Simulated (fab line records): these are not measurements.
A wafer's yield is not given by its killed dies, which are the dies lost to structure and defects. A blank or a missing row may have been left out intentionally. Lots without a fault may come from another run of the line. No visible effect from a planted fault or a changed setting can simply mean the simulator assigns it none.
Struck lot and sound lot, side by side | flow nand_harc | 13 steps out of a route of 1302
Sound: these wafers, L279.2, L279.3, L279.5. The struck wafers were L282.2, L282.4, L282.5. The cause is named last.
Each step with rows lists, per side, the tool, then ch with its chambers, then its first start. Under that, the readings that differ: sound wafers | struck wafers | difference of the means | sigmas: that difference in standard deviations of wafers without a fault.
alike: words and numbers the same on both sides, and readings whose means are apart by under 2 such deviations; not compared: readings that were withheld, readings missing a value for some wafer, numbers with overlapping values and no deviation given by the record, and bounds like >300 which may hide the same value.
The two part at a step that has a row with sigmas, a row that says differs or no value, or rows on one side only. Non-overlapping numbers with no deviation appear without sigmas and do not part them. A reading that every wafer of one side lacks parts them only if that side has two wafers or more.

NHARC_A_STAIRCASE_DEP_417: deposits Si3N4, target thk 60 nm.
  sound on pecvd-04 ch 0,2, day 18 18:18; struck on pecvd-02 ch 0,1,2, day 20 05:55
  alike: heater_power_w
then, 3 steps without rows for these wafers: NHARC_A_STAIRCASE_WET_418 (chemistry H3PO4, target depth 20 nm); NHARC_A_STAIRCASE_PRECLEAN_419 (cleans in SC1); NHARC_A_STAIRCASE_SRD_421.
NHARC_A_STAIRCASE_ALD_420: deposits SiO2, target thk 20 nm, pulse time 6 s, ald cycles 200.
  sound on ald_hk-01 ch 0,2, day 18 21:07; struck on ald_hk-02 ch 1,2,3, day 20 08:52
  alike: heater_power_w, precursor_pulse_height_rel
then, 1 step without rows for these wafers: NHARC_A_STAIRCASE_CVD_552 (deposits SiNx, target thk 40 nm).
NHARC_A_STAIRCASE_DEP_151: deposits SiO2, target thk 7200 nm.
  sound on pecvd-04 ch 1,2, day 19 05:08; struck on pecvd-03 ch 0,1,2, day 20 18:17
  alike: heater_power_w, mfc_precursor_sccm
then, 1 step without rows for these wafers: NHARC_A_STAIRCASE_ANNEAL_320 (time 1800 s).
NHARC_A_STAIRCASE_DEP_322: deposits SiO2, target thk 7200 nm.
  sound on pecvd-02 ch 1,2, day 19 16:01; struck on pecvd-02 ch 0,1,2, day 21 02:16
  alike: heater_power_w, mfc_precursor_sccm
then, 1 step without rows for these wafers: NHARC_A_STAIRCASE_ANNEAL_323 (time 1800 s).
NHARC_A_STAIRCASE_DEP_325: deposits SiO2, target thk 7200 nm.
  sound on pecvd-03 ch 0,2, day 20 01:36; struck on pecvd-02 ch 0,1,2, day 21 12:11
  reading                   | sound             | struck            | difference | sigmas
  mfc_precursor_sccm (sccm) | 200.9 200.1 199.8 | 255.0 255.9 255.7 | +55.3      | +94
  alike: heater_power_w
then, 1 step without rows for these wafers: NHARC_A_STAIRCASE_ANNEAL_326 (time 1800 s).
-- the record jumps here: 6 days lie between the struck wafers' starts before and after (it left off in module A_STAIRCASE and takes up again in module END, whose first step shown is number 1302 of the route) --
NHARC_END_SORT_01:
  sound on prober-02 ch 0, day 25 19:57; struck on prober-02 ch 0, day 27 20:56
  alike: killed_at_array, killed_at_other, killed_at_periphery, killed_dies, killed_open, killed_short

WHERE THEY PART
NHARC_A_STAIRCASE_DEP_325 only, going by this record. Later steps at which nothing parts them and some readings are alike: NHARC_END_SORT_01.

WHY: the cause the simulator had injected
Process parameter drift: pecvd-02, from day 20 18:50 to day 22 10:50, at NHARC_A_STAIRCASE_DEP_325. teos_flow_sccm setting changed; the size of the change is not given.
